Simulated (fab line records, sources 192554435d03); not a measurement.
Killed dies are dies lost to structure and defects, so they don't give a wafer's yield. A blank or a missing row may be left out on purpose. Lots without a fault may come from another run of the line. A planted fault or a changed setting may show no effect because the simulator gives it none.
A struck lot beside a sound one | flow n5_finfet | 18 steps out of a route of 1938
Sound: wafers L337.2, L337.3, L337.5. Struck: wafers L343.1, L343.4, L343.5. The cause comes at the end.
At each step with rows: each side's tool, then ch and its chambers, then its first start. Under that, the readings that differ: sound wafers | struck wafers | difference of the means | sigmas: that difference in standard deviations of wafers without a fault.
alike: readings whose means differ by less than 2 such deviations, and words and numbers that are the same on both sides. not compared: withheld readings, readings that some wafer has no value for, bounds like >300 that may hide the same value, and numbers for which the record gives no deviation and whose values overlap.
The two part at a step that has a row with sigmas, a row that says differs or no value, or rows on one side only. Numbers that don't overlap but have no deviation are shown without sigmas and don't part them. A reading that every wafer of one side lacks parts them only if that side has two wafers or more.

N5_BEOL_M9_ETCH_62: etches SOC in N2/H2, target depth 110 nm, overetch 22 nm, time 165 s.
  sound on rie_diel-01 ch 0,2,3, day 9 16:43; struck on rie_diel-01 ch 1,2,3, day 10 23:25
  alike: drypump_motor_current_A, oes_product_au, rf_vpp_V, showerhead_plenum_p_Torr, throttle_valve_pct
  not compared: rf_hours_counter_h
then, 1 step without rows for these wafers: N5_BEOL_M9_STRIP_68 (strips in N2/H2).
N5_BEOL_M9_STRIP_67: strips in CF4.
  sound on rie_diel-01 ch 0,2,3, day 9 16:52; struck on rie_diel-01 ch 1,2,3, day 10 23:34
  alike: drypump_motor_current_A, oes_product_au, rf_vpp_V, showerhead_plenum_p_Torr, throttle_valve_pct
  not compared: rf_hours_counter_h
N5_BEOL_M9_HM_OPEN_17: chemistry Cl2/BCl3, target TiN, target depth 20 nm, overetch 6 nm.
  sound on rie_metal-03 ch 0,1, day 9 16:55; struck on rie_metal-02 ch 0,1, day 10 23:37
  alike: drypump_motor_current_A, oes_product_au, throttle_valve_pct
  not compared: rf_hours_counter_h
N5_BEOL_M9_STRIP_19: strips in O2.
  sound on rie_diel-03 ch 1,2, day 9 17:04; struck on rie_diel-03 ch 0,3, day 10 23:43
  alike: drypump_motor_current_A, oes_product_au, rf_vpp_V, showerhead_plenum_p_Torr, throttle_valve_pct
  not compared: rf_hours_counter_h
N5_BEOL_M9_CD_MEAS_18: pitch 140 nm, target cd 70 nm.
  sound on cd_sem-02, day 9 17:08; struck on cd_sem-02, day 10 23:47
  alike: cd_nm
then, 6 steps without rows for these wafers: N5_BEOL_M9_COAT_63 (time 60 s, resist thk 60 nm); N5_BEOL_M9_COAT_64 (time 60 s, resist thk 12 nm); N5_BEOL_M9_COAT_75 (time 60 s, resist thk 5 nm); N5_BEOL_M9_COAT_22 (resist thk 30 nm); N5_BEOL_M9_EBR_24; N5_BEOL_M9_SOFTBAKE_23 (time 60 s).
N5_BEOL_M9_EXPOSE_25: exposes mask V8.
  sound on euv_scanner-02 ch 0, day 9 17:24; struck on euv_scanner-02 ch 0, day 10 23:58
  reading              | sound             | struck            | difference | sigmas
  exposure_dose_mJ_cm2 | 37.17 37.14 37.10 | 35.18 35.21 35.21 | -1.94      | -34
  alike: mask, focus_offset_nm
then, 2 steps without rows for these wafers: N5_BEOL_M9_PEB_26 (peb time 60 s); N5_BEOL_M9_DEVELOP_27 (develop time 30 s).
N5_BEOL_M9_CD_MEAS_28: target cd 70 nm.
  sound on cd_sem-01 ch 0, day 9 17:31; struck on cd_sem-03 ch 0, day 11 00:05
  reading    | sound             | struck            | difference | sigmas
  cd_nm (nm) | 70.20 70.34 70.26 | 68.37 68.90 68.68 | -1.62      | -6
N5_BEOL_M9_OVL_MEAS_29:
  sound on overlay-02 ch 0, day 9 17:34; struck on overlay-01 ch 0, day 11 00:07
  alike: V8_OVL
-- the record jumps here: 3 days lie between the struck wafers' starts before and after (it left off in module BEOL_M9 and takes up again in module PASSIVATION, whose first step shown is number 1936 of the route) --
N5_PASSIVATION_PROBE_49:
  the record has rows for the struck wafers here (prober-01, day 13 15:09) and none for the sound ones

WHERE THEY PART
First at N5_BEOL_M9_EXPOSE_25; last, within this record, at N5_PASSIVATION_PROBE_49.

WHY: what the simulator had put in
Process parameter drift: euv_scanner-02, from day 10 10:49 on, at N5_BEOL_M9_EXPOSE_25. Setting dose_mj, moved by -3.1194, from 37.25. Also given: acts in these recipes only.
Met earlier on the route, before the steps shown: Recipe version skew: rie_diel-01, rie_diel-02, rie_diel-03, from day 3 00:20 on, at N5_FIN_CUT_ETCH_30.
